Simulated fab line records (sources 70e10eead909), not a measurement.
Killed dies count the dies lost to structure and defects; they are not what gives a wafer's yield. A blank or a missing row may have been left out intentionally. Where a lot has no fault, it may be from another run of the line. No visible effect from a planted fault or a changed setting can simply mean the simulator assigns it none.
Chamber matching ; flow nand harc ; rie diel-05 running NHARC_A_SGD_CUT_DESCUM_14: 4 sister chambers
The step chemistry O2, time 3 s. 22 wafers are shown with their chamber, then 11 later ones without.

WAFERS PAIRED WITH THEIR CHAMBERS
wafer;chamber;drypump motor current A (A);oes product au (a.u.);rf vpp V (V)
L078.1;1;5.1;0.993;57.8
L078.2;2;5.6;0.996;55.8
L078.6;2;5.6;0.997;56.4
L081.2;3;6.2;0.990;58.1
L081.3;0;5.2;1.002;57.4
L081.4;2;5.6;0.987;58.4
L084.2;2;5.6;1.000;57.1
L084.3;0;5.3;0.997;58.2
L084.4;3;6.2;0.997;57.3
L084.1;1;5.2;0.992;58.1
L084.5;3;6.2;1.005;59.5
L084.6;2;5.6;0.999;57.4
L086.1;1;5.2;0.996;57.1
L086.3;0;5.3;0.997;59.0
L086.4;3;6.2;0.995;58.5
L086.2;2;5.6;0.992;56.7
L086.5;3;6.2;1.002;57.6
L086.6;0;5.3;1.009;59.0
L089.1;3;6.2;1.007;59.1
L089.2;1;5.1;0.989;57.5
L089.3;0;5.3;0.996;56.1
L089.4;2;5.6;0.990;57.4

SIGNATURES, as means of the wafers listed above
reading;chamber 0;chamber 1;chamber 2;chamber 3;scatter within a chamber
drypump motor current A;5.280;5.150;5.600;6.200;0.0316
oes product au;1.00020;0.99250;0.99443;0.99933;0.00524
rf vpp V;57.940;57.625;57.029;58.350;0.893
Rule: distance of a wafer from a chamber = root of the sum over the readings of ((wafer's reading minus chamber's mean) / reading's scatter) squared. If the next closest chamber is less than 2 further off than the closest, the wafer can't be placed; otherwise it belongs to the closest. How the scatter is found: for the shown wafers, subtract from each reading the mean of its chamber, square and add these, divide the total by (wafers less chambers), then take the root.

WAFERS WITHOUT THEIR CHAMBER
wafer;drypump motor current A (A);oes product au (a.u.);rf vpp V (V)
L089.5;5.3;0.997;58.4
L089.6;6.2;1.004;58.7
L092.2;5.3;0.986;57.9
L092.4;5.2;0.995;58.6
L092.6;5.3;0.989;58.7
L094.1;6.3;1.009;58.5
L094.4;5.1;0.993;58.0
L094.5;5.2;0.991;58.6
L096.2;5.2;0.993;56.7
L096.4;5.6;0.996;56.8
L096.6;5.6;0.993;56.7

EACH ONE'S CHAMBER
wafer;from the rows above;in truth
L089.5;0;0
L089.6;3;3
L092.2;0;0
L092.4;can't be placed: 1 or 0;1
L092.6;0;0
L094.1;3;3
L094.4;1;1
L094.5;can't be placed: 1 or 0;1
L096.2;can't be placed: 1 or 0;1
L096.4;2;2
L096.6;2;2
Placed correctly: 8 of 11. Can't be placed from these rows: 3 (the true chamber is among the candidates in 3). 0 placed wrongly.
